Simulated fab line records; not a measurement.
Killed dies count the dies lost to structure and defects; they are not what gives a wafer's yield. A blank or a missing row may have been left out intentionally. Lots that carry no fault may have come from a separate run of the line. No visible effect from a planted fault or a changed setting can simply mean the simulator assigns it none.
Which tool was responsible? | flow n5_finfet | 24 lots with 72 wafers sampled at 6 steps, on a route of 1938 steps

## WHAT EACH GAUGE READ, for each wafer
N5_BEOL_M4_THK_MEAS_53: measures by xrf.
lot  | measured     | on            | M4_THK (nm)
L074 | day 8 07:34  | film_metro-02 | 39.9 38.6 40.2
L075 | day 8 16:44  | film_metro-01 | 40.6 40.2 41.3
L076 | day 9 01:49  | film_metro-01 | 38.4 40.6 38.2
L077 | day 9 02:52  | film_metro-01 | 35.1 38.1 37.5
L078 | day 9 06:34  | film_metro-02 | 42.4 40.2 40.4
L079 | day 9 06:06  | film_metro-01 | 42.4 39.0 38.3
L080 | day 10 00:13 | film_metro-01 | 39.5 38.3 40.5
L081 | day 10 00:29 | film_metro-02 | 40.3 40.4 40.0
L082 | day 10 08:36 | film_metro-01 | 40.2 36.9 38.9
L083 | day 10 08:20 | film_metro-01 | 38.4 39.4 38.3
L085 | day 10 17:25 | film_metro-02 | 40.7 40.2 39.7
L084 | day 10 15:59 | film_metro-02 | 40.8 42.2 41.5
L086 | day 11 12:35 | film_metro-01 | 40.2 40.5 40.2
L087 | day 11 15:30 | film_metro-01 | 38.5 37.8 42.4
L089 | day 11 20:05 | film_metro-02 | 40.3 40.9 40.3
L088 | day 12 03:20 | film_metro-02 | 40.3 39.5 40.6
L091 | day 12 03:14 | film_metro-01 | 40.6 35.4 40.8
L090 | day 12 13:24 | film_metro-01 | 41.3 39.3 37.6
L093 | day 12 21:43 | film_metro-01 | 40.3 39.8 39.7
L092 | day 13 04:31 | film_metro-02 | 38.9 40.1 36.9
L094 | day 13 16:44 | film_metro-02 | 35.2 37.6 38.4
L095 | day 13 23:34 | film_metro-01 | 38.3 39.8 38.4
L096 | day 13 23:14 | film_metro-01 | 40.2 41.7 40.4
L097 | day 14 07:38 | film_metro-01 | 41.1 37.4 42.3

N5_BEOL_M5_CD_MEAS_11: the cd target is 27.74 nm.
lot  | measured     | on        | cd_nm (nm)
L074 | day 8 09:54  | cd_sem-03 | 27.63 27.67 27.86
L075 | day 8 20:36  | cd_sem-01 | 28.29 28.36 28.01
L076 | day 9 06:33  | cd_sem-03 | 27.56 28.55 27.56
L077 | day 9 06:45  | cd_sem-03 | 28.09 27.82 27.64
L078 | day 9 10:36  | cd_sem-03 | 28.22 28.13 27.85
L079 | day 9 10:26  | cd_sem-03 | 27.82 28.25 28.01
L080 | day 10 05:02 | cd_sem-02 | 27.62 28.20 28.29
L081 | day 10 05:13 | cd_sem-01 | 27.89 27.62 27.73
L082 | day 10 12:54 | cd_sem-03 | 28.17 28.04 28.17
L083 | day 10 12:28 | cd_sem-02 | 28.43 27.79 28.43
L085 | day 10 20:52 | cd_sem-02 | 28.45 28.08 27.76
L084 | day 10 20:35 | cd_sem-03 | 27.73 28.22 27.94
L086 | day 11 15:17 | cd_sem-01 | 27.66 27.84 27.91
L087 | day 11 18:46 | cd_sem-02 | 28.13 27.90 28.01
L089 | day 11 23:04 | cd_sem-02 | 27.99 27.58 27.55
L088 | day 12 07:43 | cd_sem-01 | 27.59 28.29 28.29
L091 | day 12 07:58 | cd_sem-03 | 28.30 27.92 27.94
L090 | day 12 17:08 | cd_sem-03 | 27.80 27.81 27.82
L093 | day 13 04:40 | cd_sem-03 | 28.04 27.86 27.56
L092 | day 13 07:33 | cd_sem-01 | 28.27 27.86 27.74
L094 | day 13 20:25 | cd_sem-03 | 27.63 27.89 28.32
L095 | day 14 02:58 | cd_sem-01 | 28.13 27.72 27.66
L096 | day 14 02:46 | cd_sem-02 | 28.34 28.27 28.51
L097 | day 14 12:23 | cd_sem-02 | 27.83 27.84 27.84

## WHICH TOOL RAN EACH LOT (tool, then ch and the chambers of the sampled wafers, then the start)
lot  | N5_BEOL_M3_ANNEAL_91         | N5_BEOL_M4_HM_DEP_02         | N5_BEOL_M4_VIA_ETCH_34             | N5_BEOL_M4_TRENCH_ETCH_37
L074 | pvd_sputter-02, day 7 06:47  | pvd_sputter-01, day 7 10:38  | rie_diel-06 ch 0,1, day 7 16:55    | rie_diel-06 ch 0,1, day 8 07:34 or earlier
L075 | pvd_sputter-01, day 7 19:10  | pvd_sputter-01, day 8 06:29  | rie_diel-01 ch 0,2, day 8 08:31    | rie_diel-01 ch 0,2, day 8 16:44 or earlier
L076 | pvd_sputter-01, day 8 12:49  | pvd_sputter-01, day 8 18:02  | rie_diel-03 ch 0,1,2, day 8 21:01  | rie_diel-03 ch 0,1,2, day 9 01:49 or earlier
L077 | pvd_sputter-02, day 8 13:32  | pvd_sputter-03, day 8 18:34  | rie_diel-01 ch 0,1, day 8 23:01    | rie_diel-01 ch 0,1, day 9 02:52 or earlier
L078 | pvd_sputter-01, day 8 19:19  | pvd_sputter-01, day 8 23:28  | rie_diel-03 ch 0,1,2, day 9 02:05  | rie_diel-03 ch 0,1,2, day 9 06:34 or earlier
L079 | pvd_sputter-03, day 8 20:01  | pvd_sputter-02, day 8 23:32  | rie_diel-01 ch 1,2, day 9 02:08    | rie_diel-01 ch 1,2, day 9 06:06 or earlier
L080 | pvd_sputter-02, day 9 01:47  | pvd_sputter-03, day 9 06:07  | rie_diel-01 ch 0,1,2, day 9 20:08  | rie_diel-01 ch 0,1,2, day 10 00:13 or earlier
L081 | pvd_sputter-01, day 9 08:46  | pvd_sputter-01, day 9 11:19  | rie_diel-03 ch 1,3, day 9 20:16    | rie_diel-03 ch 1,3, day 10 00:29 or earlier
L082 | pvd_sputter-03, day 9 19:59  | pvd_sputter-01, day 9 23:52  | rie_diel-01 ch 0,3, day 10 04:29   | rie_diel-01 ch 0,3, day 10 08:36 or earlier
L083 | pvd_sputter-01, day 9 22:55  | pvd_sputter-01, day 10 00:53 | rie_diel-03 ch 0,2,3, day 10 04:39 | rie_diel-03 ch 0,2,3, day 10 08:20 or earlier
L085 | pvd_sputter-01, day 10 03:21 | pvd_sputter-01, day 10 05:23 | rie_diel-03 ch 1,2, day 10 12:51   | rie_diel-03 ch 1,2, day 10 17:25 or earlier
L084 | pvd_sputter-03, day 10 03:43 | pvd_sputter-02, day 10 05:38 | rie_diel-01 ch 0,2,3, day 10 11:34 | rie_diel-01 ch 0,2,3, day 10 15:59 or earlier
L086 | pvd_sputter-02, day 10 23:41 | pvd_sputter-01, day 11 04:37 | rie_diel-03 ch 0,1,2, day 11 08:39 | rie_diel-03 ch 0,1,2, day 11 12:35 or earlier
L087 | pvd_sputter-03, day 11 00:03 | pvd_sputter-01, day 11 04:52 | rie_diel-01 ch 0,2,3, day 11 11:13 | rie_diel-01 ch 0,2,3, day 11 15:30 or earlier
L089 | pvd_sputter-03, day 11 07:43 | pvd_sputter-01, day 11 09:37 | rie_diel-01 ch 2,3, day 11 15:23   | rie_diel-01 ch 2,3, day 11 20:05 or earlier
L088 | pvd_sputter-02, day 11 15:09 | pvd_sputter-02, day 11 18:11 | rie_diel-06 ch 1,2,3, day 11 23:12 | rie_diel-06 ch 1,2,3, day 12 03:20 or earlier
L091 | pvd_sputter-01, day 11 17:41 | pvd_sputter-02, day 11 19:32 | rie_diel-01 ch 0,1, day 11 23:10   | rie_diel-01 ch 0,1, day 12 03:14 or earlier
L090 | pvd_sputter-02, day 11 20:49 | pvd_sputter-03, day 11 23:39 | rie_diel-03 ch 1,2,3, day 12 09:13 | rie_diel-03 ch 1,2,3, day 12 13:24 or earlier
L093 | pvd_sputter-03, day 12 06:32 | pvd_sputter-03, day 12 08:56 | rie_diel-01 ch 1,2,3, day 12 17:44 | rie_diel-01 ch 1,2,3, day 12 21:43 or earlier
L092 | pvd_sputter-01, day 12 06:39 | pvd_sputter-03, day 12 09:02 | rie_diel-06 ch 1,2,3, day 12 21:11 | rie_diel-06 ch 1,2,3, day 13 04:31 or earlier
L094 | pvd_sputter-02, day 12 23:20 | pvd_sputter-02, day 13 04:21 | rie_diel-06 ch 1,2,3, day 13 09:07 | rie_diel-06 ch 1,2,3, day 13 16:44 or earlier
L095 | pvd_sputter-03, day 12 23:46 | pvd_sputter-03, day 13 14:29 | rie_diel-03 ch 1,3, day 13 19:28   | rie_diel-03 ch 1,3, day 13 23:34 or earlier
L096 | pvd_sputter-02, day 13 03:01 | pvd_sputter-01, day 13 05:17 | rie_diel-01 ch 1,2,3, day 13 19:26 | rie_diel-01 ch 1,2,3, day 13 23:14 or earlier
L097 | pvd_sputter-02, day 13 18:30 | pvd_sputter-03, day 13 20:32 | rie_diel-06 ch 0,2,3, day 14 02:52 | rie_diel-06 ch 0,2,3, day 14 07:38 or earlier
- N5_BEOL_M3_ANNEAL_91: time 240 s.
- N5_BEOL_M4_HM_DEP_02: deposits TiN, target thk 20 nm.
- N5_BEOL_M4_VIA_ETCH_34: etches the open film in C4F6/O2, target depth 69.4 nm, time 65.9 s.
- N5_BEOL_M4_TRENCH_ETCH_37: etches SiOC in C4F6/O2, target depth 55.555 nm, time 29.2 s.

## AS READ BY THE TOOLS THEMSELVES (means over the sampled wafers that have a number; for cases with no such wafer, the mark the record gives instead)
N5_BEOL_M3_ANNEAL_91.
lot  | tool           | heater_power_w (W)
L074 | pvd_sputter-02 | 863
L075 | pvd_sputter-01 | 787
L076 | pvd_sputter-01 | 848
L077 | pvd_sputter-02 | 846
L078 | pvd_sputter-01 | 849
L079 | pvd_sputter-03 | 870
L080 | pvd_sputter-02 | 737
L081 | pvd_sputter-01 | 817
L082 | pvd_sputter-03 | 829
L083 | pvd_sputter-01 | 783
L085 | pvd_sputter-01 | 827
L084 | pvd_sputter-03 | 918
L086 | pvd_sputter-02 | 770
L087 | pvd_sputter-03 | 731
L089 | pvd_sputter-03 | 809
L088 | pvd_sputter-02 | 749
L091 | pvd_sputter-01 | 774
L090 | pvd_sputter-02 | 871
L093 | pvd_sputter-03 | 763
L092 | pvd_sputter-01 | 841
L094 | pvd_sputter-02 | 764
L095 | pvd_sputter-03 | 811
L096 | pvd_sputter-02 | 735
L097 | pvd_sputter-02 | 853

N5_BEOL_M4_HM_DEP_02.
lot  | tool           | throttle_valve_pct (%)
L074 | pvd_sputter-01 | 29.9
L075 | pvd_sputter-01 | 30.0
L076 | pvd_sputter-01 | 31.6
L077 | pvd_sputter-03 | 30.0
L078 | pvd_sputter-01 | 29.0
L079 | pvd_sputter-02 | 30.3
L080 | pvd_sputter-03 | 30.6
L081 | pvd_sputter-01 | 31.2
L082 | pvd_sputter-01 | 31.0
L083 | pvd_sputter-01 | 29.8
L085 | pvd_sputter-01 | 29.4
L084 | pvd_sputter-02 | 30.2
L086 | pvd_sputter-01 | 30.0
L087 | pvd_sputter-01 | 31.8
L089 | pvd_sputter-01 | 29.0
L088 | pvd_sputter-02 | 30.0
L091 | pvd_sputter-02 | 29.9
L090 | pvd_sputter-03 | 30.6
L093 | pvd_sputter-03 | 29.9
L092 | pvd_sputter-03 | 30.0
L094 | pvd_sputter-02 | 30.1
L095 | pvd_sputter-03 | 30.7
L096 | pvd_sputter-01 | 29.1
L097 | pvd_sputter-03 | 29.9

N5_BEOL_M4_VIA_ETCH_34.
lot  | tool        | drypump_motor_current_A (A) | oes_ar_750_au (a.u.) | oes_o_777_au (a.u.) | oes_product_au (a.u.) | rf_vpp_V (V) | showerhead_plenum_p_Torr (Torr) | throttle_valve_pct (%)
L074 | rie_diel-06 | 6.0                         | 0.70                 | 0.69                | 0.70                  | 688          | 2.94                            | 30.85
L075 | rie_diel-01 | 5.6                         | 0.83                 | 0.82                | 0.83                  | 669          | 3.00                            | 30.58
L076 | rie_diel-03 | 5.2                         | 0.81                 | 0.83                | 0.81                  | 664          | 2.89                            | 30.69
L077 | rie_diel-01 | 6.1                         | 0.73                 | 0.73                | 0.73                  | 658          | 2.88                            | 30.49
L078 | rie_diel-03 | 5.2                         | 0.81                 | 0.83                | 0.80                  | 664          | 2.89                            | 30.70
L079 | rie_diel-01 | 5.6                         | 0.73                 | 0.73                | 0.73                  | 651          | 2.81                            | 30.62
L080 | rie_diel-01 | 5.8                         | 0.75                 | 0.74                | 0.75                  | 659          | 2.89                            | 30.57
L081 | rie_diel-03 | 5.6                         | 0.75                 | 0.79                | 0.74                  | 662          | 2.86                            | 30.68
L082 | rie_diel-01 | 6.5                         | 0.89                 | 0.90                | 0.89                  | 673          | 2.92                            | 30.36
L083 | rie_diel-03 | 5.4                         | 0.82                 | 0.83                | 0.83                  | 662          | 2.84                            | 30.84
L085 | rie_diel-03 | 5.2                         | 0.78                 | 0.80                | 0.77                  | 656          | 2.90                            | 31.01
L084 | rie_diel-01 | 6.0                         | 0.84                 | 0.84                | 0.84                  | 671          | 2.95                            | 30.48
L086 | rie_diel-03 | 5.2                         | 0.78                 | 0.80                | 0.78                  | 663          | 2.88                            | 30.73
L087 | rie_diel-01 | 6.1                         | 0.82                 | 0.83                | 0.83                  | 671          | 2.95                            | 30.50
L089 | rie_diel-01 | 5.7                         | 0.84                 | 0.85                | 0.84                  | 672          | 2.95                            | 30.56
L088 | rie_diel-06 | 6.1                         | 0.85                 | 0.85                | 0.85                  | 664          | 2.91                            | 30.57
L091 | rie_diel-01 | 5.9                         | 0.88                 | 0.87                | 0.87                  | 657          | 3.02                            | 30.48
L090 | rie_diel-03 | 5.5                         | 0.76                 | 0.79                | 0.75                  | 659          | 2.85                            | 30.93
L093 | rie_diel-01 | 5.9                         | 0.87                 | 0.88                | 0.87                  | 666          | 2.97                            | 30.51
L092 | rie_diel-06 | 6.1                         | 0.83                 | 0.84                | 0.83                  | 665          | 2.90                            | 30.59
L094 | rie_diel-06 | 6.1                         | 0.83                 | 0.84                | 0.83                  | 664          | 2.90                            | 30.58
L095 | rie_diel-03 | 5.8                         | 0.75                 | 0.77                | 0.75                  | 660          | 2.80                            | 30.84
L096 | rie_diel-01 | 5.8                         | 0.86                 | 0.86                | 0.85                  | 666          | 2.97                            | 30.51
L097 | rie_diel-06 | 5.8                         | 0.91                 | 0.91                | 0.92                  | 663          | 2.90                            | 30.58

N5_BEOL_M4_TRENCH_ETCH_37.
lot  | tool        | drypump_motor_current_A (A) | oes_ar_750_au (a.u.) | oes_o_777_au (a.u.) | oes_product_au (a.u.) | rf_vpp_V (V) | showerhead_plenum_p_Torr (Torr) | throttle_valve_pct (%)
L074 | rie_diel-06 | 6.0                         | 0.69                 | 0.69                | 0.71                  | 689          | 2.95                            | 20.89
L075 | rie_diel-01 | 5.6                         | 0.83                 | 0.82                | 0.83                  | 669          | 3.00                            | 20.66
L076 | rie_diel-03 | 5.2                         | 0.81                 | 0.82                | 0.81                  | 664          | 2.90                            | 20.82
L077 | rie_diel-01 | 6.1                         | 0.73                 | 0.73                | 0.73                  | 658          | 2.89                            | 20.76
L078 | rie_diel-03 | 5.2                         | 0.81                 | 0.82                | 0.81                  | 664          | 2.90                            | 20.83
L079 | rie_diel-01 | 5.5                         | 0.73                 | 0.73                | 0.72                  | 650          | 2.82                            | 20.79
L080 | rie_diel-01 | 5.8                         | 0.76                 | 0.75                | 0.75                  | 659          | 2.89                            | 20.75
L081 | rie_diel-03 | 5.6                         | 0.76                 | 0.78                | 0.75                  | 662          | 2.86                            | 20.85
L082 | rie_diel-01 | 6.4                         | 0.88                 | 0.90                | 0.89                  | 674          | 2.92                            | 20.55
L083 | rie_diel-03 | 5.4                         | 0.82                 | 0.83                | 0.83                  | 662          | 2.84                            | 20.91
L085 | rie_diel-03 | 5.2                         | 0.78                 | 0.81                | 0.77                  | 657          | 2.90                            | 21.08
L084 | rie_diel-01 | 6.0                         | 0.85                 | 0.84                | 0.84                  | 671          | 2.95                            | 20.64
L086 | rie_diel-03 | 5.2                         | 0.79                 | 0.80                | 0.79                  | 664          | 2.89                            | 20.85
L087 | rie_diel-01 | 6.0                         | 0.82                 | 0.82                | 0.82                  | 670          | 2.95                            | 20.65
L089 | rie_diel-01 | 5.7                         | 0.85                 | 0.85                | 0.85                  | 671          | 2.96                            | 20.65
L088 | rie_diel-06 | 6.1                         | 0.85                 | 0.86                | 0.85                  | 664          | 2.91                            | 20.72
L091 | rie_diel-01 | 5.9                         | 0.88                 | 0.87                | 0.88                  | 657          | 3.02                            | 20.62
L090 | rie_diel-03 | 5.5                         | 0.76                 | 0.79                | 0.76                  | 658          | 2.85                            | 21.03
L093 | rie_diel-01 | 5.9                         | 0.88                 | 0.88                | 0.87                  | 666          | 2.97                            | 20.60
L092 | rie_diel-06 | 6.1                         | 0.84                 | 0.84                | 0.84                  | 664          | 2.91                            | 20.73
L094 | rie_diel-06 | 6.1                         | 0.83                 | 0.84                | 0.83                  | 664          | 2.91                            | 20.74
L095 | rie_diel-03 | 5.8                         | 0.75                 | 0.78                | 0.75                  | 660          | 2.80                            | 20.99
L096 | rie_diel-01 | 5.8                         | 0.86                 | 0.86                | 0.86                  | 665          | 2.97                            | 20.61
L097 | rie_diel-06 | 5.8                         | 0.91                 | 0.91                | 0.91                  | 664          | 2.91                            | 20.65

## THE ANSWER, worked out from the rows above alone
Rule: usual is defined by the lots themselves. The widest of any qualifying gaps counts: lots, ordered by their means at a reading, are off when they make up no more than a third of the lots, leave a main group of 4 or more, and stand apart from it by 3 or more times the standard deviation of that group's means. Not used: any main group whose means are identical at the precision the tables above print for the reading. Also off: a lot with no number at a reading for which 4 or more lots have one. Where the step has rows for the other lots, those lots are counted as sound. The gauges are gone through in route order, then the tools' own readings, and for those a lot's mean is taken as printed above. At the first step where some lot is off, the reading lying furthest off is the one used; lots without a number count as furthest.
None of the lots is off at any reading shown; this tells nothing.

## WHAT THE SIMULATOR PUT IN
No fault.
